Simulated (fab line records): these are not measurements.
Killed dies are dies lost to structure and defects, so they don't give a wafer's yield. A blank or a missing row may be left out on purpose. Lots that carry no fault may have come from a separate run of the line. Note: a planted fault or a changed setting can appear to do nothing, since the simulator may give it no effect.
fab line records	flow n5-finfet
record: lots: 10	wafers: 28	last-day: 18
route steps=1938 shown MOL_CONTACT_COAG@530 PASSIVATION@1936
lots that met no fault: taken from a fault-free run of the same line
start-h: start of the lot's first displayed wafer, in hours after the record's first day	wait-h: hours since the lot's step before	" unchanged from the row above	L1.1+2: one row covering several wafers at once	- value missing, or start not given	* or withheld: withheld	< > ~ a bound
route shown NAME@n: names a module that has steps shown in the file, with the first one's number in the route	usual: the fault-free wafers' mean and standard deviation	same: alike in all rows	chamber/n: place in a boat	sites: per-site readings	_std_site: their standard deviation	_edge_site: mean of outer sites minus mean of inner sites	radius-mm: how far each site lies from the wafer's centre	mask NAME#n: copy n	behind: the last tool/chamber to shape the wafer	hold: what put the lot on hold/how long, in hours/how the hold closed	device: transistor that didn't switch, given as n, p or np	end of line: the same wafers' tests at the end of the route	for a step that has no rows: nothing shown but its recipe	killed: dies lost to structure and defects at the first sort, not the wafer's yield	map: shows each die of a wafer: x if killed, . if not, _ if none is there
set.NAME: the setting that was run; set.NAME@STEP: the one run at that earlier step	model.NAME: the simulator's own value behind a step, which no gauge read
one table for each step of the route and one row for each wafer, over a sample of lots
services: when a tool's chamber went out of use (start-h, in hours from the record's first day, below 0 if earlier), for how many hours, and the reason
== steps ==
step: N5_MOL_CONTACT_COAG_ETCH_59
recipe: chemistry: N2/H2	target: underlayer	target-depth-a: 130	mask-material: CAR-EUV	time-s: 10.4	ion-energy-ev: 200	pressure-mtorr: 30	source-w: 840	bias-w: 150	n2-flow-sccm: 200	h2-flow-sccm: 200	ends: cleared
usual: bias-w: 150.0/0.43	chamber-pressure-mTorr: 30.002/0.028	drypump-motor-current-A: 5.7/0.44	etch-rf-on-time-s: 10.40/0.28	oes-product-au: 0.66/0.074	rf-vpp-V: 522.8/1.9	showerhead-plenum-p-Torr: 2.50/0.061	throttle-valve-pct: 17.87/0.28
lot.wafer	tool	chamber	start-h	wait-h	bias-w	chamber-pressure-mTorr	drypump-motor-current-A	etch-rf-on-time-s	oes-product-au	rf-hours-counter-h	rf-vpp-V	showerhead-plenum-p-Torr	throttle-valve-pct
L209.3	rie-diel-01	1	87.38	0.0	149.4	29.968	6.4	10.59	0.59	222	522.7	2.49	17.85
L209.4	"	3	"	"	149.8	30.027	6.1	10.30	0.76	-	522.4	2.48	17.40
L209.5	"	1	"	"	149.8	30.006	6.3	10.59	0.59	-	523.3	2.49	17.84
L211.1	rie-diel-03	3	104.28	0.0	149.0	29.989	5.8	10.51	0.70	75	523.7	2.58	18.04
L211.2	"	0	"	"	149.6	30.080	5.2	10.43	0.63	165	520.4	2.45	17.95
L211.5	"	2	"	"	149.3	30.000	5.8	10.77	0.60	-	519.7	2.41	18.08
L212.1	rie-diel-03	0	105.88	0.0	150.7	30.019	5.2	10.26	0.63	165	520.1	2.45	17.94
L212.3	"	2	"	"	150.1	29.993	5.9	10.66	0.60	231	521.6	2.41	18.06
L212.6	"	0	"	"	150.3	30.044	5.2	10.39	0.63	-	520.6	2.45	17.94
L217.4	rie-diel-01	2	135.47	0.0	150.1	30.057	5.8	10.73	0.77	-	522.0	2.48	17.68
L217.5	"	0	"	"	150.0	30.003	4.9	10.18	0.60	-	523.9	2.51	18.21
L220.2	rie-diel-01	1	159.21	0.0	150.5	30.004	6.3	10.88	0.57	248	522.4	2.48	17.90
L220.3	"	0	"	"	149.9	29.981	4.8	10.13	0.60	223	521.5	2.51	18.23
L220.5	"	2	"	"	150.1	29.981	5.8	10.94	0.76	-	522.7	2.47	17.70
L222.3	rie-diel-06	1	167.79	0.0	150.4	29.994	5.7	10.06	0.60	216	522.0	2.50	17.95
L222.4	"	2	"	"	149.9	30.002	4.9	9.99	0.79	39	525.6	2.59	18.08
L222.5	"	0	"	"	150.0	29.975	5.8	10.27	0.68	-	521.9	2.44	17.49
L223.1	rie-diel-03	3	170.57	0.0	149.4	30.041	5.8	10.45	0.67	101	524.9	2.57	18.09
L223.2	"	0	"	"	149.8	29.981	5.2	10.26	0.62	191	519.3	2.44	17.98
L223.3	"	1	"	"	150.1	29.972	5.8	10.02	0.80	19	525.6	2.60	17.31
L224.1	rie-diel-06	0	184.62	0.0	150.2	29.987	5.7	10.48	0.67	120	521.6	2.44	17.49
L224.3	"	3	"	"	150.2	30.011	6.0	10.90	0.56	234	523.1	2.50	18.21
L224.5	"	1	"	"	150.5	30.026	5.8	10.05	0.59	-	521.0	2.49	17.94
L226.1	rie-diel-03	0	194.14	0.0	149.8	30.005	5.2	10.16	0.62	201	518.7	2.43	18.02
L226.5	"	2	"	"	150.2	30.034	5.8	10.40	0.84	-	529.2	2.72	17.76
L232.2	rie-diel-01	3	227.90	0.0	150.2	30.001	6.1	10.29	0.70	91	520.3	2.46	17.47
L232.3	"	0	"	"	150.6	30.024	4.9	10.01	0.59	247	525.0	2.50	18.26
L232.6	"	2	"	"	149.7	30.020	5.8	10.77	0.73	-	522.4	2.47	17.74
step: N5_MOL_CONTACT_COAG_ETCH_105
recipe: chemistry: CF4	target: SiARC	target-depth-a: 156	mask-material: CAR-EUV	time-s: 26	ion-energy-ev: 80	pressure-mtorr: 40	source-w: 545	bias-w: 36	Ar_flow_sccm: 100	cf4-flow-sccm: 100	ends: cleared
usual: bias-w: 35.99/0.1	chamber-pressure-mTorr: 40.00/0.033	drypump-motor-current-A: 5.7/0.44	etch-rf-on-time-s: 26.0/0.69	oes-product-au: 0.66/0.075	rf-vpp-V: 183.7/1.1	showerhead-plenum-p-Torr: 2.11/0.047	throttle-valve-pct: 15.63/0.28
lot.wafer	tool	chamber	start-h	wait-h	bias-w	chamber-pressure-mTorr	drypump-motor-current-A	etch-rf-on-time-s	oes-product-au	rf-hours-counter-h	rf-vpp-V	showerhead-plenum-p-Torr	throttle-valve-pct
L209.3	rie-diel-01	1	87.40	0.0	36.04	40.05	6.3	26.3	0.59	222	184.5	2.11	15.75
L209.4	"	3	"	"	35.92	39.96	6.1	25.4	0.75	-	182.6	2.09	15.10
L209.5	"	1	"	"	36.01	40.02	6.3	26.5	0.60	-	183.3	2.11	15.74
L211.1	rie-diel-03	3	104.30	0.0	35.99	40.02	5.8	25.8	0.69	75	184.9	2.16	15.63
L211.2	"	0	"	"	35.91	40.01	5.2	26.4	0.62	165	182.4	2.05	15.52
L211.5	"	2	"	"	36.04	40.00	5.8	27.1	0.60	-	184.7	2.04	15.91
L212.1	rie-diel-03	0	105.90	0.0	36.14	40.02	5.2	25.9	0.63	165	183.6	2.05	15.53
L212.3	"	2	"	"	36.04	39.98	5.8	26.8	0.60	231	183.5	2.04	15.88
L212.6	"	0	"	"	36.15	39.98	5.2	26.1	0.63	-	183.8	2.05	15.52
L217.4	rie-diel-01	2	135.49	0.0	35.95	39.97	5.8	26.8	0.78	-	182.4	2.10	15.53
L217.5	"	0	"	"	36.11	40.00	4.9	25.2	0.61	-	186.2	2.14	16.09
L220.2	rie-diel-01	1	159.23	0.0	35.79	39.94	6.3	26.6	0.58	248	183.7	2.10	15.79
L220.3	"	0	"	"	35.97	39.99	4.8	25.1	0.61	223	183.5	2.13	16.09
L220.5	"	2	"	"	35.96	40.00	5.8	26.8	0.77	-	182.3	2.10	15.53
L222.3	rie-diel-06	1	167.81	0.0	35.97	40.02	5.8	25.1	0.60	216	183.5	2.12	15.84
L222.4	"	2	"	"	36.10	39.95	4.9	25.2	0.78	39	184.7	2.16	15.60
L222.5	"	0	"	"	36.04	40.01	5.8	25.4	0.68	-	182.0	2.07	15.35
L223.1	rie-diel-03	3	170.59	0.0	35.97	40.03	5.8	25.7	0.67	101	183.8	2.15	15.69
L223.2	"	0	"	"	36.04	39.97	5.2	25.7	0.61	191	183.0	2.04	15.56
L223.3	"	1	"	"	35.91	39.99	5.9	24.9	0.80	19	185.6	2.18	15.13
L224.1	rie-diel-06	0	184.64	0.0	35.96	40.04	5.8	25.5	0.66	120	182.4	2.07	15.36
L224.3	"	3	"	"	35.92	40.01	6.0	26.7	0.56	234	184.0	2.11	15.99
L224.5	"	1	"	"	36.30	39.98	5.7	25.2	0.59	-	185.2	2.12	15.86
L226.1	rie-diel-03	0	194.16	0.0	35.85	40.04	5.2	26.0	0.61	201	181.9	2.04	15.59
L226.5	"	2	"	"	35.93	40.00	5.8	26.7	0.83	-	186.0	2.28	15.48
L232.2	rie-diel-01	3	227.92	0.0	36.17	40.03	6.1	25.5	0.70	91	182.1	2.07	15.20
L232.3	"	0	"	"	35.86	39.98	4.8	24.9	0.59	247	182.7	2.13	16.15
L232.6	"	2	"	"	35.77	39.97	5.8	27.1	0.73	-	184.2	2.09	15.59
step: N5_MOL_CONTACT_COAG_STRIP_98
recipe: chemistry: N2/H2	power-w: 500	temp-c: 40	pressure-mtorr: 50	rf-frequency-hz: 6e+07	overash-fraction: 0.3	bias-power-w: 8	h2-frac: 0.5	n2-flow-sccm: 300	h2-flow-sccm: 300
usual: chamber-pressure-mTorr: 50.00/0.079	drypump-motor-current-A: 5.7/0.44	oes-product-au: 0.77/0.092	power-w: 499.8/1.5	rf-vpp-V: 53.9/1.5	showerhead-plenum-p-Torr: 3.30/0.077	throttle-valve-pct: 18.9/0.37
lot.wafer	tool	chamber	start-h	wait-h	chamber-pressure-mTorr	drypump-motor-current-A	oes-product-au	power-w	rf-hours-counter-h	rf-vpp-V	showerhead-plenum-p-Torr	throttle-valve-pct
L209.3	rie-diel-01	1	87.68	0.0	49.96	6.4	0.69	503.5	222	54.8	3.29	18.7
L209.4	"	3	"	"	50.01	6.1	0.87	500.0	-	56.1	3.28	18.3
L209.5	"	1	"	"	50.06	6.3	0.69	502.2	-	52.1	3.29	18.7
L211.1	rie-diel-03	3	104.57	0.0	49.92	5.8	0.82	498.4	75	55.6	3.41	19.3
L211.2	"	0	"	"	49.99	5.2	0.74	499.2	165	54.7	3.24	19.2
L211.5	"	2	"	"	49.94	5.8	0.72	500.5	-	55.5	3.19	19.1
L212.1	rie-diel-03	0	106.18	0.0	49.95	5.2	0.72	500.9	165	53.2	3.24	19.2
L212.3	"	2	"	"	49.84	5.8	0.72	500.6	231	50.4	3.19	19.1
L212.6	"	0	"	"	49.82	5.2	0.72	501.4	-	53.8	3.24	19.2
L217.4	rie-diel-01	2	135.77	0.0	50.13	5.7	0.94	501.8	-	53.7	3.28	18.6
L217.5	"	0	"	"	50.07	4.9	0.70	500.5	-	53.6	3.32	19.2
L220.2	rie-diel-01	1	159.50	0.0	50.07	6.4	0.67	497.5	248	55.0	3.27	18.8
L220.3	"	0	"	"	49.98	4.9	0.68	502.1	224	54.5	3.32	19.2
L220.5	"	2	"	"	49.99	5.8	0.92	498.5	-	53.3	3.27	18.6
L222.3	rie-diel-06	1	168.09	0.0	50.05	5.8	0.69	497.3	216	51.5	3.30	19.0
L222.4	"	2	"	"	50.22	4.9	0.91	499.7	40	52.5	3.42	19.3
L222.5	"	0	"	"	50.00	5.8	0.80	497.9	-	52.8	3.23	18.4
L223.1	rie-diel-03	3	170.86	0.0	49.92	5.8	0.80	499.8	101	54.4	3.40	19.4
L223.2	"	0	"	"	49.99	5.2	0.71	497.8	191	56.8	3.23	19.2
L223.3	"	1	"	"	50.05	5.9	0.91	501.6	19	53.3	3.43	18.2
L224.1	rie-diel-06	0	184.92	0.0	49.87	5.7	0.77	500.3	120	51.8	3.23	18.4
L224.3	"	3	"	"	50.17	6.1	0.66	498.3	234	54.5	3.31	19.3
L224.5	"	1	"	"	50.03	5.8	0.69	499.5	-	56.3	3.30	19.0
L226.1	rie-diel-03	0	194.43	0.0	50.00	5.2	0.69	500.0	201	53.7	3.22	19.2
L226.5	"	2	"	"	50.04	5.9	0.99	500.5	-	52.7	3.58	18.7
L232.2	rie-diel-01	3	228.19	0.0	50.04	6.1	0.82	497.4	91	51.5	3.25	18.4
L232.3	"	0	"	"	50.00	4.8	0.66	500.4	247	54.2	3.30	19.2
L232.6	"	2	"	"	49.93	5.8	0.87	498.6	-	53.6	3.26	18.7
step: N5_MOL_CONTACT_COAG_PECVD_31
recipe: material: SiO2	target-thk-a: 460	temp-c: 400	precursor: TEOS/O2	pressure-torr: 6.5	rf-w: withheld	teos-flow-sccm: withheld	gas: O2	flow-sccm: 2650	time-s: 8.9
usual: susceptor-temp-C: 400.02/0.21
lot.wafer	tool	chamber	start-h	wait-h	susceptor-temp-C
L209.3	pecvd-04	2	102.14	0.3	400.01
L209.4	"	2	"	"	399.87
L209.5	"	0	"	"	400.18
L211.1	pecvd-02	1	112.37	0.3	399.79
L211.2	"	2	"	"	399.69
L211.5	"	2	"	"	399.84
L212.1	pecvd-03	1	113.49	0.3	399.99
L212.3	"	0	"	"	400.02
L212.6	"	2	"	"	400.09
L217.4	pecvd-04	1	142.32	0.3	399.97
L217.5	"	2	"	"	400.22
L220.2	pecvd-02	0	169.28	0.3	399.75
L220.3	"	1	"	"	400.26
L220.5	"	1	"	"	399.91
L222.3	pecvd-03	2	176.60	0.3	400.12
L222.4	"	2	"	"	399.69
L222.5	"	1	"	"	400.07
L223.1	pecvd-04	0	181.62	0.3	394.60
L223.2	"	1	"	"	400.24
L223.3	"	2	"	"	399.74
L224.1	pecvd-02	1	194.31	0.3	400.35
L224.3	"	2	"	"	400.15
L224.5	"	1	"	"	400.19
L226.1	pecvd-03	1	202.53	0.3	400.14
L226.5	"	0	"	"	400.07
L232.2	pecvd-03	2	236.82	0.3	399.93
L232.3	"	1	"	"	399.80
L232.6	"	0	"	"	399.76
step: N5_PASSIVATION_PROBE_49
usual: killed_at_M0_to_M3: 35/11	killed_at_M4_up: 14/5.4	killed-at-contacts: 13/6	killed-at-front-end: 38/11	killed-at-other: 3.4/2.6	killed-dies: 104/19	killed-open: 68/13	killed-short: 34/8.5
same: gross-dies: 1180	killed-at-back-side: 0
lot.wafer	tool	chamber	start-h	wait-h	killed_at_M0_to_M3	killed_at_M4_up	killed-at-contacts	killed-at-front-end	killed-at-other	killed-dies	killed-open	killed-short
L223.1	prober-01	-	393.05	0.0	33	12	24	37	1	107	64	31
killed by level:class
L223.1 MOL_CONTACT_COAG:geometric-particle:open=20 HKMG_FIN:area-etch=12 BEOL_M0_SAQP:geometric-particle:short=8 STI_FIN_REVEAL:geometric-particle:open=7 BEOL_M0_SAQP:geometric-particle:open=7 BEOL_M3:geometric-particle:open=6 BEOL_M4:geometric-particle:open=6 FIN_SAQP:geometric-particle:open=4
== services ==
tool	chamber	start-h	hours	kind
rie-diel-01	2	75.48	-	clean
rie-diel-01	2	75.48	-	consumable-replace:focus-ring
rie-diel-01	2	75.48	20.9	scheduled-down
rie-diel-01	2	75.48	20.9	vent-cycle
rie-diel-06	0	76.12	3.5	repair
pecvd-03	0	80.54	13.8	repair
pecvd-03	1	94.01	14.0	repair
pecvd-03	0	96.23	7.6	repair
rie-diel-03	1	104.01	-	clean
rie-diel-03	1	104.01	-	consumable-replace:focus-ring
rie-diel-03	1	104.01	17.7	scheduled-down
rie-diel-03	1	104.01	17.7	vent-cycle
pecvd-02	1	114.80	17.8	repair
rie-diel-06	2	127.22	13.3	repair
rie-diel-01	3	129.40	7.0	repair
pecvd-03	-	143.45	0.3	repair
rie-diel-06	1	153.08	4.2	repair
pecvd-03	-	154.35	1.2	repair
rie-diel-03	2	157.10	-	clean
rie-diel-03	2	201.74	28.7	repair
pecvd-03	-	203.07	0.6	repair
pecvd-02	-	213.43	0.8	repair
rie-diel-06	1	214.36	13.2	repair
rie-diel-03	-	219.88	28.1	pm
== key ==
first-sign: step: N5_MOL_CONTACT_COAG_PECVD_31	reading: susceptor-temp-C	direction: down	sigmas: 26	usual: *	struck: *
effect none on later readings
met-at N5_MOL_CONTACT_COAG_PECVD_31
struck-lots L223
struck-wafers L223.1
tester-left-out L223
baseline-loss: step: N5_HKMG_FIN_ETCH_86	wafers: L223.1
not-acting-at N5_MOL_CONTACT_COAG_ETCH_59,N5_MOL_CONTACT_COAG_ETCH_105,N5_MOL_CONTACT_COAG_STRIP_98
onset-between 102.14 181.62
fault: kind: process-parameter-drift	tool: pecvd-04	chamber: 0	onset-h: 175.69	steps: N5_MOL_CONTACT_COAG_PECVD_31	channel: temp-c	offset: *	shape: step	end-h: 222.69	acts-in: *	stated: *
tester-left-out: of these lots the tester's yield and bins aren't shown, on N5 and GAA mostly nor the transistor test; their killed dies are dies lost to structure and defects alone, not to doping, threshold or leakage, so they don't give the yield
baseline-loss: these wafers lose ten dies or more at that step, a loss of the line's own and not of a fault; the sort's usual values leave them out
